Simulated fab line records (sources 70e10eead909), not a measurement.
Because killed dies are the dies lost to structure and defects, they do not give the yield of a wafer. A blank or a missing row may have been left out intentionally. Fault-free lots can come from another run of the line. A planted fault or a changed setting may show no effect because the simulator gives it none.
Which tool was responsible? + flow nand-harc + Sampling: 12 lots, 36 wafers, 6 of 1302 route steps

WHAT THE GAUGES READ, wafer by wafer
NHARC_P_GATE_CD_MEAS_26: target cd 120 nm.
| lot  | measured     | on        | cd-nm (nm)        |
|------|--------------|-----------|-------------------|
| L473 | day 6 08:15  | cd-sem-03 | 120.4 119.8 120.8 |
| L474 | day 6 14:02  | cd-sem-02 | 119.7 119.4 120.1 |
| L482 | day 9 23:24  | cd-sem-03 | 120.4 120.3 119.7 |
| L483 | day 10 10:33 | cd-sem-02 | 119.2 120.0 119.5 |
| L485 | day 11 06:06 | cd-sem-01 | 120.5 120.2 120.7 |
| L484 | day 11 06:44 | cd-sem-01 | 119.8 119.1 119.0 |
| L486 | day 12 01:46 | cd-sem-03 | 120.8 120.0 119.7 |
| L487 | day 12 07:48 | cd-sem-02 | 119.7 120.0 119.2 |
| L490 | day 13 09:44 | cd-sem-03 | 119.9 119.8 119.8 |
| L489 | day 13 10:31 | cd-sem-01 | 120.6 120.3 119.5 |
| L492 | day 14 11:44 | cd-sem-02 | 119.9 120.4 120.8 |
| L493 | day 15 01:08 | cd-sem-02 | 120.0 120.7 120.1 |

NHARC_P_GATE_CD_MEAS_46: target cd 720 nm.
| lot  | measured     | on        | cd-nm (nm)        |
|------|--------------|-----------|-------------------|
| L473 | day 6 20:14  | cd-sem-02 | - - -             |
| L474 | day 7 01:56  | cd-sem-02 | 715.6 718.3 718.1 |
| L482 | day 10 11:22 | cd-sem-01 | 724.2 724.4 723.5 |
| L483 | day 10 22:34 | cd-sem-01 | 717.3 717.0 717.8 |
| L485 | day 11 18:05 | cd-sem-02 | 716.7 719.1 717.3 |
| L484 | day 11 18:53 | cd-sem-02 | 715.7 715.9 717.0 |
| L486 | day 12 15:56 | cd-sem-02 | 717.1 715.6 714.8 |
| L487 | day 12 19:48 | cd-sem-01 | 719.4 722.0 720.1 |
| L490 | day 13 21:31 | cd-sem-01 | 716.9 716.7 718.8 |
| L489 | day 13 22:35 | cd-sem-01 | 722.5 719.8 721.1 |
| L492 | day 14 23:37 | cd-sem-03 | 714.7 715.2 717.6 |
| L493 | day 15 13:00 | cd-sem-01 | 720.9 723.3 719.5 |

NHARC_P_GATE_CD_MEAS_59: target cd 720 nm.
| lot  | measured     | on        | cd-nm (nm)        |
|------|--------------|-----------|-------------------|
| L473 | day 6 21:59  | cd-sem-01 | 720.6 719.3 720.5 |
| L474 | day 7 03:51  | cd-sem-01 | 719.0 722.1 719.0 |
| L482 | day 10 13:09 | cd-sem-02 | 718.9 718.6 718.5 |
| L483 | day 11 00:20 | cd-sem-01 | 720.0 722.4 721.1 |
| L485 | day 11 19:51 | cd-sem-02 | 719.9 719.7 719.1 |
| L484 | day 11 20:38 | cd-sem-02 | 718.1 717.4 718.2 |
| L486 | day 12 17:34 | cd-sem-01 | 719.4 719.4 718.9 |
| L487 | day 12 21:26 | cd-sem-02 | 718.9 720.5 721.6 |
| L490 | day 13 23:18 | cd-sem-01 | 717.4 719.0 715.4 |
| L489 | day 14 00:20 | cd-sem-02 | 720.8 719.3 720.4 |
| L492 | day 15 01:23 | cd-sem-01 | 718.2 718.3 717.6 |
| L493 | day 15 14:45 | cd-sem-01 | 722.7 725.4 721.8 |

NHARC_END_SORT_01.
| lot  | measured     | on        | killed-at-array | killed-at-other | killed-at-periphery | killed-dies | killed-open | killed-short |
|------|--------------|-----------|-----------------|-----------------|---------------------|-------------|-------------|--------------|
| L473 | day 25 02:53 | prober-01 | 47 29 45        | 0 0 0           | 630 648 632         | 677 677 677 | 5 1 2       | 2 4 2        |
| L474 | day 26 03:07 | prober-02 | 31 51 31        | 5 4 3           | 4 5 5               | 40 60 39    | 2 5 2       | 1 2 2        |
| L482 | day 29 14:55 | prober-01 | 27 23 24        | 0 1 2           | 7 8 5               | 34 32 31    | 5 3 8       | 3 4 3        |
| L483 | day 30 00:46 | prober-02 | 56 68 63        | 0 0 0           | 1 0 1               | 57 68 64    | 1 1 4       | 3 3 1        |
| L485 | day 30 14:54 | prober-01 | 77 51 61        | 1 0 0           | 5 6 6               | 83 57 67    | 4 5 2       | 2 3 3        |
| L484 | day 30 14:57 | prober-02 | 58 52 62        | 0 1 0           | 2 1 4               | 60 54 66    | 3 3 3       | 1 1 3        |
| L486 | day 31 03:02 | prober-01 | 32 48 33        | 0 1 1           | 10 6 5              | 42 55 39    | 3 2 2       | 2 6 6        |
| L487 | day 31 02:09 | prober-02 | 68 64 72        | 0 0 2           | 8 2 1               | 76 66 75    | 0 1 3       | 5 0 2        |
| L490 | day 33 05:17 | prober-02 | 85 61 88        | 0 0 0           | 5 4 4               | 90 65 92    | 4 6 4       | 1 0 3        |
| L489 | day 33 05:29 | prober-01 | 57 57 63        | 2 2 1           | 4 8 2               | 63 67 66    | 2 3 3       | 2 2 0        |
| L492 | day 34 07:01 | prober-01 | 73 70 57        | 1 0 0           | 0 3 5               | 74 73 62    | 3 3 7       | 1 4 4        |
| L493 | day 34 07:03 | prober-02 | 72 97 85        | 0 1 1           | 3 2 3               | 75 100 89   | 3 5 0       | 5 2 4        |

TOOL THAT RAN EACH LOT (tool first, then ch and the chambers of the sampled wafers, then the start)
| lot  | NHARC_P_GATE_STRIP_101             | NHARC_P_GATE_EXPOSE_43            |
|------|------------------------------------|-----------------------------------|
| L473 | rie-diel-08 ch 0,1,3, day 6 19:19  | krf-scanner-02 ch 0, day 6 20:05  |
| L474 | rie-diel-07 ch 0,2,3, day 7 01:08  | krf-scanner-02 ch 0, day 7 01:47  |
| L482 | rie-diel-05 ch 1,3, day 10 10:27   | krf-scanner-04 ch 0, day 10 11:13 |
| L483 | rie-diel-08 ch 0,2,3, day 10 21:38 | krf-scanner-03 ch 0, day 10 22:25 |
| L485 | rie-diel-07 ch 0,2, day 11 17:10   | krf-scanner-04 ch 0, day 11 17:56 |
| L484 | rie-diel-08 ch 0,1,2, day 11 17:58 | krf-scanner-02 ch 0, day 11 18:43 |
| L486 | rie-diel-05 ch 0,3, day 12 15:08   | krf-scanner-02 ch 0, day 12 15:46 |
| L487 | rie-diel-08 ch 1,2,3, day 12 18:53 | krf-scanner-04 ch 0, day 12 19:39 |
| L490 | rie-diel-08 ch 0,1,2, day 13 20:43 | krf-scanner-04 ch 0, day 13 21:22 |
| L489 | rie-diel-07 ch 1,2,3, day 13 21:38 | krf-scanner-03 ch 0, day 13 22:26 |
| L492 | rie-diel-05 ch 0,2, day 14 22:49   | krf-scanner-03 ch 0, day 14 23:28 |
| L493 | rie-diel-07 ch 1,2, day 15 12:13   | krf-scanner-03 ch 0, day 15 12:50 |
- NHARC_P_GATE_STRIP_101: strips in O2, time 20 s.
- NHARC_P_GATE_EXPOSE_43: exposes mask P NSD, target cd 720 nm.

WHAT THE TOOLS THEMSELVES READ (means of the sampled wafers that have a number; where no wafer has one, the mark that the record gives instead)
NHARC_P_GATE_STRIP_101.
| lot  | tool        | drypump-motor-current-A (A) | oes-product-au (a.u.) | rf-vpp-V (V) | showerhead-plenum-p-Torr (Torr) | throttle-valve-pct (%) |
|------|-------------|-----------------------------|-----------------------|--------------|---------------------------------|------------------------|
| L473 | rie-diel-08 | 5.2                         | 1.003                 | 58.8         | 3.43                            | 17.037                 |
| L474 | rie-diel-07 | 5.5                         | 0.989                 | 57.8         | 3.61                            | 17.044                 |
| L482 | rie-diel-05 | 5.1                         | 0.994                 | 57.3         | 3.58                            | 17.034                 |
| L483 | rie-diel-08 | 5.4                         | 1.008                 | 57.8         | 3.52                            | 17.034                 |
| L485 | rie-diel-07 | 5.6                         | 0.986                 | 57.0         | 3.47                            | 17.030                 |
| L484 | rie-diel-08 | 5.4                         | 1.004                 | 57.0         | 3.42                            | 17.032                 |
| L486 | rie-diel-05 | 5.4                         | 0.986                 | 57.6         | 3.52                            | 17.033                 |
| L487 | rie-diel-08 | 5.0                         | 1.001                 | 57.8         | 3.53                            | 17.037                 |
| L490 | rie-diel-08 | 5.4                         | 1.009                 | 57.8         | 3.42                            | 17.039                 |
| L489 | rie-diel-07 | 5.4                         | 1.004                 | 58.1         | 3.62                            | 17.035                 |
| L492 | rie-diel-05 | 5.8                         | 0.988                 | 57.0         | 3.47                            | 17.040                 |
| L493 | rie-diel-07 | 5.6                         | 1.001                 | 58.0         | 3.60                            | 17.035                 |

THE ANSWER, worked out from the rows above alone
Rule: the usual values come from the lots themselves. The widest of any qualifying gaps counts: lots, ordered by their means at a reading, are off when they make up no more than a third of the lots, leave a main group of 4 or more, and stand apart from it by 3 or more times the standard deviation of that group's means. A main group is skipped when, at the precision printed for the reading in the tables above, its means are all equal. A lot without any number at a reading at which 4 lots or more have one is off too. All remaining lots with rows at the step are treated as sound. After the gauges, taken in route order, come the tools' own readings; for these a lot's mean is taken, as printed above. At the first step where some lot is off, the reading lying furthest off is the one used; lots without a number count as furthest.
Off at NHARC_P_GATE_CD_MEAS_46 (cd-nm): L473. Without a number there: L473. The main group has a mean of 718.6 nm with a standard deviation of 2.6.
A tool fits if, at a process step before that reading, it ran every lot that is off, and no sound lot after the first of them. The gauges at NHARC_P_GATE_CD_MEAS_46 aren't tried: what is off there is off at NHARC_END_SORT_01 too, on other tools, and a gauge's error can't cause that. None of those tried fits.

WHAT THE SIMULATOR PUT IN
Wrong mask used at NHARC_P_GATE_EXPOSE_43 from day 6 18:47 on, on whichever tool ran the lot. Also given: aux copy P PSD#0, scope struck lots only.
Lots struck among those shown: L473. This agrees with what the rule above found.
